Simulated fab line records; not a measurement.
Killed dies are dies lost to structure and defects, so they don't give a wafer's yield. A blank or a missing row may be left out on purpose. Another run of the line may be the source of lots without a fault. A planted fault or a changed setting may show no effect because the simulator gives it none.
8D (eight disciplines) problem report, filled in by code    flow n5_finfet    the parts of the form that need people (team, actions taken, sign-off) are left out

1. WHAT WENT WRONG
Wafers without a fault read 26.1 s, standard deviation 0.74; etch_rf_on_time_s at N5_BEOL_M2_ETCH_69 reads a mean of 34.9 s on 5 wafers belonging to 3 lots. Relative to the usual mean, that is a shift of +12 standard deviations.
The step: etches SiARC in CF4, target depth 15.6 nm, time 26 s.
Earliest sighting: wafer L200.2 on rie_diel-06 at day 11 23:55. The record has a number at this step for 27 wafers belonging to 10 lots. Rule for "out", or "out of limits": more than 4 standard deviations from the usual mean. The rest of the wafers with a number are treated as sound.

2. WHAT IT IS, WHAT IT ISN'T
question                     is                                      is not
which readings at this step  etch_rf_on_time_s                       drypump_motor_current_A, oes_product_au, throttle_valve_pct
which lots                   L200, L205, L207                        L190, L192, L195, L197, L201, L203, L210
which wafers of those lots   L200.2, L200.3, L205.2, L207.2, L207.3  L205.5
read on which tools          rie_diel-06                             rie_diel-02, rie_diel-03
when                         from day 11 23:55                       up to then (15 sound wafers); but 7 sound wafers of L203, L205, L210 came after

3. WHAT RULES OUT EACH SUSPECT
Counting: any tool at a process step up to the reading remains a suspect provided it ran every lot that is out. Sound lots after the first of them don't rule it out here, since some wafers of a struck lot are sound.
- rie_diel-06 at N5_BEOL_M2_ETCH_69 (etches SiARC in CF4, target depth 15.6 nm, time 26 s): kept. Ran every lot that is out, first one L200 (day 11 23:55); last sound lot up to then L201 (day 11 14:34). Out on those wafers are its own readings of etch_rf_on_time_s.
After counting, what remains is rie_diel-06 at N5_BEOL_M2_ETCH_69.

4. THE CAUSE (what the simulator had put in)
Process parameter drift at N5_BEOL_M2_ETCH_69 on rie_diel-06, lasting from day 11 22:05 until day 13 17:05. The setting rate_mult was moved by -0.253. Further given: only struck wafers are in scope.
Counting left only this tool.

5. THE EFFECT CHAIN, in route order
Each row: a reading where the mean over the struck wafers with a number is more than 3 standard deviations away from the usual. Only readings whose record carries a usual standard deviation are examined. hours: median over the lots of the time between each lot's start at the first step of this table that gives one and its start at this step. sigmas: the change, counted in usual standard deviations.
hours  step                reading            usual   on struck wafers  change  sigmas
0      N5_BEOL_M2_ETCH_69  etch_rf_on_time_s  26.1 s  34.9              +8.8    +12
Here are the process steps it includes:
- N5_BEOL_M2_ETCH_69: etches SiARC in CF4, target depth 15.6 nm, time 26 s.
At these later measuring or inspecting steps, every struck wafer for which the step has a row has a number for every such reading, and none has moved that far: N5_BEOL_M4_RC_MEAS_101.

6. WHAT WOULD HAVE CAUGHT IT SOONER
2 hours passed between the start of the fault at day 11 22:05 and the first reading out of limits in this record, taken at day 11 23:55.
